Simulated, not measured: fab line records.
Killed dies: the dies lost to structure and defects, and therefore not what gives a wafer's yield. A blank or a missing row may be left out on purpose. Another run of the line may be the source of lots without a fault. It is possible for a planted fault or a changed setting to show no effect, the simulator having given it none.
fab line records	flow nandHarc
record lots=24	wafers=72	lastDay=33
route steps=1302 shown A_WL_FILL@958 A_CONTACT@1001
lots untouched by any fault: they come from a run of this same line in which no faults occurred
startH: the number of hours between the record's first day and the start of the first shown wafer of the lot	waitH: how many hours have passed since the lot's step before this one	" repeats the value in the row above	L1.1+2: one row covering several wafers at once	- no value, or no start was given	* or withheld: withheld	< > ~ a bound
route shown NAME@n: names a module that has steps shown in the file, with the first one's number in the route	usual: mean/standard deviation of fault-free wafers	same: alike in all rows	chamber/n: place in a boat	sites: the reading at each site	_std_site: their standard deviation	_edge_site: the outer-site mean with the inner-site mean subtracted	radiusMm: how far each site lies from the wafer's centre	mask NAME#n: copy n	behind: the most recent tool/chamber to have shaped the wafer	hold: why the lot was held/for how many hours/how that ended	device: the transistor (n, p or np) that didn't switch	end of line: tests run on the same wafers once the route is complete	where a step has no rows: the recipe by itself	killed: count of dies lost to structure and defects at first sort (not the wafer's yield)	map: shows each die of a wafer: x if killed, . if not, _ if none is there
set.NAME: the setting that was run; set.NAME@STEP: the one run at that earlier step	model.NAME: the simulator's own value behind a step, which no gauge read
a sample of lots followed through the steps of the route, with each step as a table and each wafer as a row
services: a tool's chamber out of use, with start hour (startH, from the record's first day; less than 0 if before it), hours out, and reason
## steps
# step NHARC_A_WL_FILL_ETCHBACK_05
# recipe targetDepthA=220	timeS=60	tempC=40	chemistry=Cl2/BCl3
# usual chamberPressureMTorr=10.000/0.0098	drypumpMotorCurrentA=5.7/0.56	oesProductAu=0.996/0.0095
lot.wafer	tool	chamber	startH	waitH	chamberPressureMTorr	drypumpMotorCurrentA	oesProductAu	rfHoursCounterH
L074.1	rieMetal-03	1	476.02	0.2	10.022	6.4	0.982	1.8
L074.2	"	0	"	"	9.999	6.5	0.984	1.8
L074.5	"	0	"	"	9.998	6.4	0.988	-
L075.1	rieMetal-02	1	481.72	0.2	9.985	5.6	1.007	0.4
L075.4	"	0	"	"	10.006	5.2	1.001	-
L075.6	"	1	"	"	10.014	5.6	0.999	-
L076.2	rieMetal-01	1	495.02	0.2	9.998	5.3	1.010	1.2
L076.3	"	1	"	"	9.994	5.3	0.987	-
L076.4	"	0	"	"	10.009	5.0	0.996	-
L078.1	rieMetal-03	1	495.20	0.2	9.989	6.4	0.980	2.2
L078.2	"	0	"	"	9.993	6.5	1.002	2.2
L078.6	"	1	"	"	9.990	6.4	0.980	-
L077.2	rieMetal-02	0	504.12	0.2	10.027	5.2	0.991	0.7
L077.1	"	1	"	"	9.992	5.6	1.010	0.6
L077.3	"	0	"	"	9.998	5.2	1.000	-
L079.2	rieMetal-01	1	527.82	0.2	9.999	5.3	1.009	1.7
L079.6	"	0	"	"	9.984	5.0	0.987	-
L079.5	"	1	"	"	9.992	5.3	0.996	-
L080.2	rieMetal-01	0	537.89	0.2	10.013	5.1	0.988	2.0
L080.1	"	1	"	"	9.999	5.3	0.996	2.0
L080.4	"	1	"	"	9.993	5.3	0.998	-
L081.1	rieMetal-02	1	539.70	0.2	9.984	5.6	1.006	1.3
L081.3	"	0	"	"	10.002	5.2	0.998	-
L081.5	"	0	"	"	9.990	5.2	1.011	-
L082.2	rieMetal-01	1	557.96	0.2	10.002	5.3	0.996	2.3
L082.4	"	0	"	"	10.004	5.1	0.994	-
L082.5	"	1	"	"	10.008	5.3	0.994	-
L083.2	rieMetal-03	0	562.14	0.2	9.998	6.4	0.997	0.6
L083.1	"	1	"	"	9.992	6.4	0.995	0.6
L083.4	"	1	"	"	10.011	6.4	0.997	-
L084.1	rieMetal-02	1	576.60	0.2	10.003	5.6	0.996	1.8
L084.4	"	1	"	"	9.993	5.6	0.988	-
L084.6	"	0	"	"	9.974	5.2	0.997	-
L087.2	rieMetal-01	0	590.43	0.2	9.984	5.0	0.982	0.1
L087.5	"	0	"	"	10.016	5.0	0.987	-
L087.6	"	1	"	"	9.998	5.3	1.012	-
L085.1	rieMetal-02	0	590.52	0.2	9.998	5.3	0.998	2.4
L085.2	"	1	"	"	9.997	5.6	0.993	2.3
L085.5	"	0	"	"	10.008	5.2	1.007	-
L086.2	rieMetal-01	1	595.61	0.2	9.991	5.3	1.019	0.4
L086.1	"	0	"	"	9.999	5.0	0.986	0.4
L086.5	"	0	"	"	10.007	5.0	0.986	-
L089.2	rieMetal-01	0	611.63	0.2	10.011	5.0	0.990	0.7
L089.4	"	1	"	"	9.998	5.4	1.016	-
L089.5	"	0	"	"	10.016	5.0	0.996	-
L088.3	rieMetal-03	0	611.64	0.1	10.007	6.5	1.000	-
L088.5	"	1	"	"	10.005	6.4	0.994	-
L088.6	"	0	"	"	10.002	6.5	0.981	-
L092.1	rieMetal-03	1	637.68	0.2	9.992	6.4	0.987	1.9
L092.4	"	0	"	"	10.011	6.4	0.985	-
L092.6	"	1	"	"	9.999	6.4	0.992	-
L090.2	rieMetal-01	1	637.99	0.2	10.001	5.3	1.013	1.2
L090.6	"	0	"	"	9.998	5.0	0.997	-
L090.5	"	1	"	"	9.995	5.3	1.008	-
L091.1	rieMetal-03	1	657.43	0.2	9.995	6.3	0.996	2.2
L091.2	"	0	"	"	10.001	6.5	0.989	2.2
L091.3	"	0	"	"	9.995	6.4	0.994	-
L093.4	rieMetal-02	1	669.11	0.1	9.982	5.6	0.984	-
L093.5	"	0	"	"	9.990	5.2	0.989	-
L093.6	"	1	"	"	9.998	5.6	0.985	-
L095.3	rieMetal-02	0	673.98	0.2	10.006	5.2	1.000	-
L095.4	"	1	"	"	9.998	5.6	0.995	-
L095.5	"	1	"	"	10.017	5.5	0.995	-
L094.1	rieMetal-03	0	677.05	0.2	10.007	6.4	1.003	2.7
L094.3	"	0	"	"	9.997	6.4	0.997	-
L094.6	"	0	"	"	10.002	6.4	0.993	-
L096.1	rieMetal-03	1	690.53	0.2	9.997	6.4	0.999	3.1
L096.4	"	0	"	"	10.021	6.4	0.994	-
L096.6	"	1	"	"	9.984	6.4	0.992	-
L097.4	rieMetal-01	1	692.20	0.1	9.995	5.3	1.015	-
L097.3	"	0	"	"	10.010	5.0	0.981	-
L097.6	"	0	"	"	10.016	5.0	0.986	-
# step NHARC_A_WL_FILL_ETCHBACK_26
# recipe targetDepthA=520	timeS=13.3	hbrFlowSccm=150	rfW=350	icpW=350	biasW=60	chemistry=HBr
# usual chamberPressureMTorr=15.001/0.012	drypumpMotorCurrentA=5.7/0.52	oesProductAu=0.998/0.0092	throttleValvePct=23.267/0.0085
lot.wafer	tool	chamber	startH	waitH	chamberPressureMTorr	drypumpMotorCurrentA	oesProductAu	rfHoursCounterH	throttleValvePct
L074.1	rieSi-05	3	493.15	0.4	15.021	5.1	0.995	0	23.268
L074.2	"	2	"	"	14.993	6.4	0.997	0	23.264
L074.5	"	3	"	"	15.017	5.1	0.987	-	23.286
L075.4	rieSi-03	1	496.86	0.4	15.010	6.0	1.017	0.5	23.269
L075.1	"	2	"	"	14.990	5.9	0.992	0.5	23.278
L075.6	"	2	"	"	15.004	5.9	0.994	-	23.255
L076.3	rieSi-05	2	510.29	0.4	14.997	6.4	0.998	0.2	23.260
L076.4	"	0	"	"	15.011	4.8	0.994	0.2	23.266
L076.2	"	1	"	"	14.995	5.8	1.007	0.2	23.281
L078.1	rieSi-01	2	510.29	0.4	14.984	6.5	1.017	0.8	23.255
L078.2	"	3	"	"	15.002	5.8	1.006	0.9	23.266
L078.6	"	1	"	"	15.014	5.1	0.992	-	23.273
L077.3	rieSi-01	0	519.54	0.4	14.999	5.9	1.006	0.8	23.269
L077.2	"	1	"	"	14.989	5.1	0.990	0.7	23.270
L077.1	"	3	"	"	14.992	5.8	0.988	0.9	23.253
L079.2	rieSi-03	1	546.45	0.4	15.004	5.9	1.011	0.8	23.274
L079.6	"	2	"	"	15.010	6.0	1.008	-	23.270
L079.5	"	3	"	"	14.993	5.5	1.008	-	23.284
L080.1	rieSi-03	3	556.06	0.4	14.999	5.5	0.996	0.8	23.278
L080.2	"	0	"	"	15.002	5.0	0.981	0.8	23.262
L080.4	"	1	"	"	15.033	6.0	0.997	0.9	23.256
L081.1	rieSi-05	3	556.07	0.4	14.990	5.2	0.982	0.5	23.266
L081.3	"	0	"	"	14.981	4.8	1.004	0.6	23.266
L081.5	"	3	"	"	14.999	5.2	0.991	-	23.272
L082.2	rieSi-03	2	572.99	0.4	15.001	5.9	1.011	0.9	23.260
L082.4	"	0	"	"	15.011	5.1	0.994	0.9	23.251
L082.5	"	2	"	"	14.988	5.9	1.002	-	23.280
L083.1	rieSi-05	0	581.97	0.4	15.013	4.8	0.994	0.8	23.261
L083.2	"	1	"	"	15.010	5.8	1.010	0.7	23.258
L083.4	"	1	"	"	15.005	5.8	1.007	-	23.270
L084.1	rieSi-01	2	601.92	0.4	14.991	6.5	0.983	0.4	23.278
L084.4	"	0	"	"	14.988	5.9	0.991	0.3	23.273
L084.6	"	2	"	"	14.978	6.5	0.982	-	23.251
L087.2	rieSi-03	1	605.87	0.4	15.018	6.0	0.996	0.1	23.276
L087.5	"	1	"	"	15.003	6.0	1.000	-	23.266
L087.6	"	2	"	"	15.007	5.9	1.010	-	23.274
L085.2	rieSi-01	3	605.90	0.4	15.002	5.8	0.996	0.4	23.271
L085.1	"	1	"	"	14.993	5.1	0.984	0.3	23.252
L085.5	"	2	"	"	14.979	6.5	0.982	-	23.268
L086.1	rieSi-05	2	611.37	0.4	14.993	6.4	1.009	0.8	23.270
L086.2	"	1	"	"	14.999	5.8	1.005	0.9	23.261
L086.5	"	2	"	"	14.985	6.4	1.009	-	23.258
L089.2	rieSi-03	1	629.69	0.4	14.993	6.0	1.013	0.2	23.278
L089.4	"	3	"	"	15.019	5.6	1.016	0.2	23.277
L089.5	"	1	"	"	14.985	6.0	1.014	-	23.279
L088.3	rieSi-05	3	629.71	0.4	15.000	5.2	0.995	0.9	23.268
L088.6	"	1	"	"	14.976	5.8	1.011	-	23.265
L088.5	"	2	"	"	14.999	6.4	0.992	-	23.270
L092.1	rieSi-03	1	652.69	0.4	14.990	6.0	1.016	0.4	23.250
L092.4	"	2	"	"	15.008	5.9	1.000	0.3	23.273
L092.6	"	3	"	"	14.998	5.6	1.005	-	23.264
L090.2	rieSi-05	2	652.70	0.4	14.992	6.4	1.008	1.1	23.257
L090.6	"	3	"	"	14.981	5.2	0.998	-	23.282
L090.5	"	0	"	"	15.001	4.8	1.009	-	23.259
L091.2	rieSi-03	0	673.04	0.4	14.993	5.0	0.994	0.5	23.263
L091.3	"	2	"	"	14.996	5.9	1.025	0.4	23.262
L091.1	"	3	"	"	15.012	5.5	1.005	0.4	23.264
L093.4	rieSi-01	0	684.09	0.4	15.014	5.8	1.010	0.8	23.265
L093.6	"	1	"	"	15.005	5.1	0.994	-	23.267
L093.5	"	2	"	"	14.982	6.5	0.999	-	23.269
L095.4	rieSi-05	1	692.10	0.4	14.996	5.8	0.999	0.2	23.270
L095.3	"	2	"	"	15.011	6.4	0.992	0.1	23.254
L095.5	"	1	"	"	14.981	5.8	0.995	-	23.276
L094.1	rieSi-01	1	692.10	0.4	15.000	5.1	0.991	0.9	23.250
L094.3	"	3	"	"	15.001	5.8	0.984	1.0	23.259
L094.6	"	3	"	"	14.993	5.8	0.991	-	23.265
L097.3	rieSi-01	1	706.10	0.4	14.999	5.1	0.993	1.0	23.266
L097.4	"	3	"	"	14.995	5.8	0.995	1.0	23.263
L097.6	"	1	"	"	14.989	5.1	1.004	-	23.266
L096.1	rieSi-05	2	706.11	0.4	14.991	6.5	1.001	0.2	23.271
L096.4	"	0	"	"	15.011	4.8	0.989	0.3	23.271
L096.6	"	2	"	"	14.980	6.5	0.994	-	23.277
# step NHARC_A_CONTACT_ETCH_48
# recipe targetDepthA=390	overEtchFrac=0.3	timeS=65	ionEnergyEv=80	cf4FlowSccm=150	arFlowSccm=0	rfW=300	biasW=100	chemistry=CF4
# usual chamberPressureMTorr=50.00/0.045	drypumpMotorCurrentA=5.7/0.56	oesProductAu=1.002/0.0093	rfVppV=151.1/1.2	showerheadPlenumPTorr=1.75/0.067	throttleValvePct=13.283/0.0088
lot.wafer	tool	chamber	startH	waitH	chamberPressureMTorr	drypumpMotorCurrentA	oesProductAu	rfHoursCounterH	rfVppV	showerheadPlenumPTorr	throttleValvePct
L074.1	rieDiel-11	3	500.45	0.1	50.00	5.2	0.999	11	150.5	1.84	13.272
L074.2	"	1	"	"	50.01	5.4	1.009	8	151.7	1.75	13.296
L074.5	"	3	"	"	50.03	5.2	0.995	-	152.1	1.84	13.282
L075.1	rieDiel-11	3	504.31	0.1	49.95	5.1	1.001	13	152.0	1.84	13.295
L075.4	"	3	"	"	50.06	5.1	1.002	-	151.7	1.84	13.270
L075.6	"	1	"	"	49.97	5.3	0.995	-	149.5	1.75	13.279
L078.2	rieDiel-10	3	517.85	0.1	50.02	4.7	0.980	32	151.4	1.75	13.277
L078.1	"	0	"	"	49.97	5.4	0.989	32	152.0	1.77	13.307
L078.6	"	3	"	"	50.04	4.7	0.991	-	151.5	1.75	13.264
L076.2	rieDiel-11	2	518.90	0.1	50.02	6.7	0.994	14	148.5	1.66	13.285
L076.3	"	3	"	"	49.97	5.1	1.000	17	151.4	1.83	13.280
L076.4	"	1	"	"	50.03	5.3	0.990	13	149.1	1.75	13.275
L077.1	rieDiel-11	0	527.64	0.1	49.98	6.0	0.995	13	150.6	1.74	13.281
L077.2	"	2	"	"	49.93	6.7	0.992	16	150.2	1.66	13.283
L077.3	"	3	"	"	49.97	5.2	0.993	19	153.0	1.83	13.297
L079.2	rieDiel-11	3	553.41	0.1	49.97	5.2	1.004	24	152.1	1.83	13.277
L079.5	"	3	"	"	50.03	5.2	0.994	-	152.7	1.83	13.301
L079.6	"	0	"	"	50.02	6.0	1.006	-	149.6	1.74	13.285
L080.2	rieDiel-11	2	563.08	0.1	49.95	6.6	1.005	22	150.7	1.65	13.292
L080.4	"	3	"	"	50.05	5.2	1.007	26	151.7	1.83	13.280
L080.1	"	0	"	"	49.96	6.0	1.006	19	151.8	1.74	13.278
L081.3	rieDiel-10	0	564.02	0.1	49.96	5.4	0.996	49	153.1	1.77	13.284
L081.1	"	1	"	"	50.07	6.4	1.001	50	151.0	1.75	13.281
L081.5	"	0	"	"	50.03	5.4	0.993	-	151.2	1.77	13.283
L082.4	rieDiel-03	0	583.11	0.1	50.06	5.9	1.024	31	150.6	1.66	13.291
L082.2	"	3	"	"	49.95	5.9	1.008	31	151.8	1.82	13.283
L082.5	"	0	"	"	49.99	6.0	1.020	-	150.5	1.66	13.273
L083.2	rieDiel-03	2	588.99	0.1	50.03	5.4	1.011	33	151.3	1.83	13.271
L083.4	"	3	"	"	49.98	5.9	0.999	33	152.3	1.82	13.293
L083.1	"	0	"	"	49.98	6.0	1.009	34	148.6	1.66	13.293
L084.1	rieDiel-11	3	608.95	0.1	49.99	5.2	0.998	33	151.0	1.83	13.269
L084.4	"	0	"	"	49.96	6.0	1.001	26	150.1	1.74	13.282
L084.6	"	2	"	"	50.07	6.6	0.996	-	149.9	1.65	13.291
L087.2	rieDiel-10	0	613.18	0.1	50.02	5.4	0.992	2	152.0	1.76	13.288
L087.6	"	2	"	"	50.00	6.1	0.994	-	152.2	1.86	13.298
L087.5	"	3	"	"	50.01	4.7	1.014	-	152.7	1.74	13.277
L085.2	rieDiel-03	3	615.62	0.1	50.02	5.9	1.013	35	151.4	1.82	13.275
L085.1	"	0	"	"	50.13	6.0	1.012	36	149.9	1.66	13.269
L085.5	"	3	"	"	50.06	5.9	1.007	-	152.2	1.82	13.286
L086.1	rieDiel-03	2	620.12	0.1	50.01	5.3	1.001	36	151.2	1.83	13.265
L086.2	"	3	"	"	50.02	5.9	0.994	37	151.0	1.82	13.278
L086.5	"	3	"	"	50.04	5.9	1.000	-	150.4	1.82	13.277
L088.3	rieDiel-10	2	636.68	0.1	49.94	6.0	0.993	12	153.2	1.85	13.272
L088.6	"	2	"	"	49.94	6.1	0.997	-	153.4	1.85	13.304
L088.5	"	3	"	"	49.99	4.7	0.996	-	151.2	1.74	13.276
L089.2	rieDiel-11	2	637.22	0.4	50.04	6.6	1.022	5	147.8	1.65	13.263
L089.4	"	0	"	"	49.95	6.0	1.008	-	151.5	1.73	13.301
L089.5	"	2	"	"	49.98	6.6	1.000	-	149.7	1.65	13.276
L090.2	rieDiel-11	2	660.34	0.1	50.10	6.6	1.013	11	150.1	1.65	13.291
L090.5	"	3	"	"	49.99	5.2	1.022	-	152.8	1.83	13.286
L090.6	"	0	"	"	50.01	6.0	1.002	-	150.3	1.73	13.286
L092.1	rieDiel-11	3	663.29	0.1	49.98	5.1	1.012	9	150.7	1.83	13.293
L092.4	"	0	"	"	49.94	6.0	0.999	13	150.9	1.73	13.283
L092.6	"	0	"	"	49.99	6.0	1.000	-	152.9	1.73	13.273
L091.1	rieDiel-11	3	684.17	0.1	49.99	5.1	1.007	13	152.7	1.83	13.284
L091.3	"	1	"	"	50.04	5.4	0.991	8	150.6	1.74	13.295
L091.2	"	2	"	"	49.98	6.6	1.022	15	148.7	1.65	13.283
L093.4	rieDiel-11	1	691.10	0.1	50.06	5.3	1.000	10	150.7	1.74	13.288
L093.5	"	0	"	"	49.97	6.0	1.009	-	151.3	1.73	13.293
L093.6	"	1	"	"	49.99	5.3	0.997	-	151.7	1.74	13.278
L095.4	rieDiel-03	2	699.18	0.1	50.00	5.3	0.990	17	152.1	1.82	13.273
L095.3	"	3	"	"	50.04	5.9	0.996	18	151.1	1.82	13.276
L095.5	"	1	"	"	49.97	5.7	0.992	-	150.5	1.67	13.286
L094.1	rieDiel-11	0	700.47	0.1	50.00	6.0	1.003	20	152.4	1.73	13.271
L094.3	"	2	"	"	49.94	6.6	1.020	20	151.2	1.65	13.288
L094.6	"	0	"	"	50.01	6.0	1.010	-	150.5	1.73	13.288
L096.4	rieDiel-10	1	714.70	0.1	50.04	6.4	0.986	40	151.0	1.74	13.284
L096.1	"	2	"	"	50.00	6.1	0.993	45	152.0	1.84	13.287
L096.6	"	3	"	"	50.08	4.7	1.003	-	150.1	1.73	13.293
L097.4	rieDiel-03	3	715.35	0.1	49.98	5.9	0.991	22	150.2	1.81	13.291
L097.3	"	0	"	"	49.92	5.9	1.012	25	148.6	1.65	13.283
L097.6	"	3	"	"	50.07	5.9	0.997	-	153.0	1.81	13.271
# step NHARC_A_CONTACT_ETCH_115
# recipe sourceW=withheld	pressureMtorr=20	biasV=3000	timeS=190	targetDepthA=18500	arFlowSccm=withheld	c4f8FlowSccm=withheld	o2FlowSccm=withheld	chemistry=C4F8/O2/Ar
# usual chamberPressureMTorr=19.998/0.018
lot.wafer	tool	chamber	startH	waitH	chamberPressureMTorr	rfHoursCounterH
L074.2	harCapEtch-03	0	503.27	0.1	20.011	39
L074.1	"	1	"	"	20.003	39
L074.5	"	0	"	"	19.998	-
L075.1	harCapEtch-02	1	507.39	0.2	19.984	85
L075.4	"	1	"	"	20.003	-
L075.6	"	0	"	"	20.025	-
L078.1	harCapEtch-02	0	520.29	0.1	19.999	87
L078.2	"	1	"	"	20.016	87
L078.6	"	1	"	"	19.988	-
L076.2	harCapEtch-03	1	521.35	0.1	19.993	43
L076.4	"	1	"	"	19.997	-
L076.3	"	0	"	"	19.991	-
L077.1	harCapEtch-01	0	530.54	0.3	20.000	4
L077.2	"	1	"	"	19.989	4
L077.3	"	0	"	"	19.955	-
L079.2	harCapEtch-01	1	555.89	0.1	20.013	7
L079.5	"	0	"	"	20.001	-
L079.6	"	1	"	"	19.993	-
L080.1	harCapEtch-02	1	565.54	0.1	19.972	94
L080.2	"	0	"	"	20.006	94
L080.4	"	1	"	"	19.987	-
L081.1	harCapEtch-03	1	566.50	0.1	19.971	50
L081.3	"	0	"	"	19.976	-
L081.5	"	1	"	"	20.010	-
L082.2	harCapEtch-02	0	585.74	0.1	20.009	98
L082.4	"	0	"	"	20.010	-
L082.5	"	0	"	"	20.002	-
L083.1	harCapEtch-01	1	591.43	0.1	20.008	14
L083.2	"	0	"	"	19.983	14
L083.4	"	0	"	"	19.983	-
L084.1	harCapEtch-03	1	611.43	0.1	19.990	57
L084.4	"	0	"	"	19.968	-
L084.6	"	0	"	"	19.996	-
L087.2	harCapEtch-01	1	615.61	0.1	20.025	18
L087.6	"	1	"	"	19.990	-
L087.5	"	0	"	"	20.018	-
L085.1	harCapEtch-02	0	618.16	0.1	19.986	104
L085.2	"	1	"	"	19.995	104
L085.5	"	0	"	"	19.991	-
L086.1	harCapEtch-01	1	622.86	0.2	19.960	20
L086.2	"	0	"	"	19.973	20
L086.5	"	1	"	"	19.994	-
L088.3	harCapEtch-01	1	639.29	0.1	19.992	-
L088.5	"	0	"	"	19.980	-
L088.6	"	1	"	"	20.022	-
L089.2	harCapEtch-03	0	640.75	0.1	20.010	64
L089.4	"	1	"	"	20.008	-
L089.5	"	1	"	"	20.008	-
L090.2	harCapEtch-03	1	662.77	0.1	20.012	68
L090.5	"	1	"	"	19.984	-
L090.6	"	0	"	"	19.965	-
L092.1	harCapEtch-01	1	665.74	0.1	20.012	29
L092.4	"	1	"	"	20.004	-
L092.6	"	0	"	"	19.977	-
L091.1	harCapEtch-02	1	686.77	0.1	19.992	116
L091.2	"	0	"	"	20.002	116
L091.3	"	1	"	"	20.000	-
L093.4	harCapEtch-01	1	693.70	0.2	19.998	-
L093.6	"	1	"	"	19.965	-
L093.5	"	0	"	"	19.987	-
L095.4	harCapEtch-02	1	701.68	0.1	20.000	-
L095.3	"	0	"	"	20.017	-
L095.5	"	0	"	"	19.990	-
L094.1	harCapEtch-01	1	702.90	0.1	19.963	35
L094.3	"	1	"	"	20.013	-
L094.6	"	1	"	"	19.990	-
L096.1	harCapEtch-01	0	717.17	0.1	20.015	39
L096.4	"	0	"	"	20.017	-
L096.6	"	1	"	"	20.029	-
L097.3	harCapEtch-03	1	717.84	0.1	19.984	-
L097.4	"	0	"	"	20.028	-
L097.6	"	1	"	"	20.027	-
# step NHARC_A_CONTACT_ETCH_117
# recipe sourceW=withheld	pressureMtorr=20	biasV=3000	timeS=190	targetDepthA=18500	arFlowSccm=withheld	c4f8FlowSccm=withheld	o2FlowSccm=withheld	chemistry=C4F8/O2/Ar
# usual chamberPressureMTorr=20.000/0.019
lot.wafer	tool	chamber	startH	waitH	chamberPressureMTorr	rfHoursCounterH
L074.2	harCapEtch-03	0	503.61	0.1	20.004	39
L074.1	"	1	"	"	20.026	39
L074.5	"	0	"	"	20.004	-
L075.1	harCapEtch-02	1	507.84	0.2	20.031	85
L075.4	"	1	"	"	20.003	-
L075.6	"	0	"	"	20.029	-
L078.1	harCapEtch-02	0	520.64	0.1	19.953	87
L078.2	"	1	"	"	19.998	87
L078.6	"	1	"	"	20.025	-
L076.2	harCapEtch-03	1	521.69	0.1	20.003	43
L076.4	"	1	"	"	19.985	-
L076.3	"	0	"	"	20.000	-
L077.1	harCapEtch-01	0	531.00	0.2	20.003	4
L077.2	"	1	"	"	20.003	4
L077.3	"	0	"	"	20.003	-
L079.2	harCapEtch-01	1	556.23	0.1	19.964	8
L079.5	"	0	"	"	20.009	-
L079.6	"	1	"	"	19.994	-
L080.1	harCapEtch-02	1	565.88	0.1	19.983	94
L080.2	"	0	"	"	20.003	94
L080.4	"	1	"	"	20.028	-
L081.1	harCapEtch-03	1	566.84	0.1	19.991	50
L081.3	"	0	"	"	19.998	-
L081.5	"	1	"	"	20.003	-
L082.2	harCapEtch-02	0	586.08	0.1	20.010	99
L082.4	"	0	"	"	19.979	-
L082.5	"	0	"	"	19.966	-
L083.1	harCapEtch-01	1	591.77	0.1	20.001	14
L083.2	"	0	"	"	20.012	14
L083.4	"	0	"	"	19.983	-
L084.1	harCapEtch-03	1	611.77	0.1	19.998	57
L084.4	"	0	"	"	20.008	-
L084.6	"	0	"	"	20.011	-
L087.2	harCapEtch-01	1	615.95	0.1	20.005	18
L087.6	"	1	"	"	20.031	-
L087.5	"	0	"	"	20.038	-
L085.1	harCapEtch-02	0	618.50	0.1	19.980	104
L085.2	"	1	"	"	20.002	104
L085.5	"	0	"	"	20.003	-
L086.1	harCapEtch-01	1	623.32	0.2	20.012	20
L086.2	"	0	"	"	20.002	20
L086.5	"	1	"	"	20.025	-
L088.3	harCapEtch-01	1	639.63	0.1	20.024	-
L088.5	"	0	"	"	19.995	-
L088.6	"	1	"	"	19.992	-
L089.2	harCapEtch-03	0	641.09	0.1	19.990	64
L089.4	"	1	"	"	20.004	-
L089.5	"	1	"	"	20.005	-
L090.2	harCapEtch-03	1	663.11	0.1	20.000	68
L090.5	"	1	"	"	20.017	-
L090.6	"	0	"	"	20.008	-
L092.1	harCapEtch-01	1	666.08	0.1	19.969	29
L092.4	"	1	"	"	20.005	-
L092.6	"	0	"	"	19.965	-
L091.1	harCapEtch-02	1	687.11	0.1	20.030	116
L091.2	"	0	"	"	20.006	116
L091.3	"	1	"	"	19.979	-
L093.4	harCapEtch-01	1	694.15	0.2	19.976	-
L093.6	"	1	"	"	19.977	-
L093.5	"	0	"	"	20.022	-
L095.4	harCapEtch-02	1	702.02	0.1	20.000	-
L095.3	"	0	"	"	19.972	-
L095.5	"	0	"	"	19.980	-
L094.1	harCapEtch-01	1	703.24	0.1	20.010	35
L094.3	"	1	"	"	19.976	-
L094.6	"	1	"	"	20.025	-
L096.1	harCapEtch-01	0	717.51	0.1	20.000	39
L096.4	"	0	"	"	19.953	-
L096.6	"	1	"	"	19.994	-
L097.3	harCapEtch-03	1	718.18	0.1	19.961	-
L097.4	"	0	"	"	19.979	-
L097.6	"	1	"	"	20.019	-
# step NHARC_A_CONTACT_ETCH_120
# recipe sourceW=withheld	pressureMtorr=20	biasV=3000	timeS=190	targetDepthA=18500	arFlowSccm=withheld	c4f8FlowSccm=withheld	o2FlowSccm=withheld	chemistry=C4F8/O2/Ar
# usual chamberPressureMTorr=20.000/0.018
lot.wafer	tool	chamber	startH	waitH	chamberPressureMTorr	rfHoursCounterH
L074.2	harCapEtch-03	0	504.13	0.1	19.975	40
L074.1	"	1	"	"	20.030	40
L074.5	"	0	"	"	20.000	-
L075.1	harCapEtch-02	1	508.53	0.2	19.996	85
L075.4	"	1	"	"	20.011	-
L075.6	"	0	"	"	20.000	-
L078.1	harCapEtch-02	0	521.15	0.1	19.997	88
L078.2	"	1	"	"	19.990	88
L078.6	"	1	"	"	20.001	-
L076.2	harCapEtch-03	1	522.21	0.1	19.994	44
L076.4	"	1	"	"	20.000	-
L076.3	"	0	"	"	20.021	-
L077.1	harCapEtch-01	0	531.68	0.2	19.970	5
L077.2	"	1	"	"	19.985	5
L077.3	"	0	"	"	19.985	-
L079.2	harCapEtch-01	1	556.74	0.1	20.014	8
L079.5	"	0	"	"	19.973	-
L079.6	"	1	"	"	20.022	-
L080.1	harCapEtch-02	1	566.39	0.1	19.991	95
L080.2	"	0	"	"	19.984	95
L080.4	"	1	"	"	19.999	-
L081.1	harCapEtch-03	1	567.35	0.1	20.041	50
L081.3	"	0	"	"	19.997	-
L081.5	"	1	"	"	19.977	-
L082.2	harCapEtch-02	0	586.59	0.1	19.997	99
L082.4	"	0	"	"	20.016	-
L082.5	"	0	"	"	20.014	-
L083.1	harCapEtch-01	1	592.29	0.1	19.999	15
L083.2	"	0	"	"	20.009	15
L083.4	"	0	"	"	20.006	-
L084.1	harCapEtch-03	1	612.28	0.1	20.002	58
L084.4	"	0	"	"	19.996	-
L084.6	"	0	"	"	19.996	-
L087.2	harCapEtch-01	1	616.47	0.1	20.031	19
L087.6	"	1	"	"	20.003	-
L087.5	"	0	"	"	20.006	-
L085.1	harCapEtch-02	0	619.01	0.1	20.019	104
L085.2	"	1	"	"	20.014	104
L085.5	"	0	"	"	20.023	-
L086.1	harCapEtch-01	1	624.00	0.2	20.035	21
L086.2	"	0	"	"	19.993	21
L086.5	"	1	"	"	19.984	-
L088.3	harCapEtch-01	1	640.14	0.1	20.048	-
L088.5	"	0	"	"	19.996	-
L088.6	"	1	"	"	20.007	-
L089.2	harCapEtch-03	0	641.61	0.1	20.005	64
L089.4	"	1	"	"	19.985	-
L089.5	"	1	"	"	20.012	-
L090.2	harCapEtch-03	1	663.63	0.1	20.028	68
L090.5	"	1	"	"	20.008	-
L090.6	"	0	"	"	20.017	-
L092.1	harCapEtch-01	1	666.60	0.1	20.005	30
L092.4	"	1	"	"	20.008	-
L092.6	"	0	"	"	19.987	-
L091.1	harCapEtch-02	1	687.62	0.1	19.974	116
L091.2	"	0	"	"	19.978	116
L091.3	"	1	"	"	20.026	-
L093.4	harCapEtch-01	1	694.83	0.2	20.008	-
L093.6	"	1	"	"	20.010	-
L093.5	"	0	"	"	19.995	-
L095.4	harCapEtch-02	1	702.53	0.1	20.015	-
L095.3	"	0	"	"	19.974	-
L095.5	"	0	"	"	19.999	-
L094.1	harCapEtch-01	1	703.75	0.1	19.977	36
L094.3	"	1	"	"	19.997	-
L094.6	"	1	"	"	19.980	-
L096.1	harCapEtch-01	0	718.02	0.1	20.011	40
L096.4	"	0	"	"	19.999	-
L096.6	"	1	"	"	20.034	-
L097.3	harCapEtch-03	1	718.69	0.1	19.988	-
L097.4	"	0	"	"	19.997	-
L097.6	"	1	"	"	20.023	-
## services
tool	chamber	startH	hours	kind
rieMetal-02	-	454.00	9.0	pm
rieDiel-11	1	473.45	8.3	repair
rieDiel-11	2	473.73	9.8	repair
rieMetal-01	1	479.11	4.4	repair
rieSi-05	-	482.00	9.0	pm
rieMetal-02	1	485.08	8.8	repair
rieDiel-11	0	492.04	19.1	repair
harCapEtch-01	-	498.91	17.0	pm
harCapEtch-02	-	517.24	0.6	repair
rieMetal-03	-	519.00	9.0	pm
rieSi-03	3	519.69	14.5	repair
rieMetal-03	1	530.55	1.4	repair
rieDiel-11	1	543.25	4.5	repair
rieMetal-03	-	555.01	2.0	repair
rieSi-05	3	573.21	8.9	repair
rieSi-03	-	575.00	9.0	pm
rieMetal-01	-	575.07	9.0	pm
rieMetal-01	0	597.88	1.3	repair
rieSi-03	2	608.32	1.0	repair
rieDiel-11	-	610.24	9.0	pm
rieSi-05	1	632.55	8.1	repair
rieDiel-11	3	635.16	5.8	repair
rieSi-05	-	659.00	9.0	pm
rieMetal-03	-	696.00	9.0	pm
## key
fault none
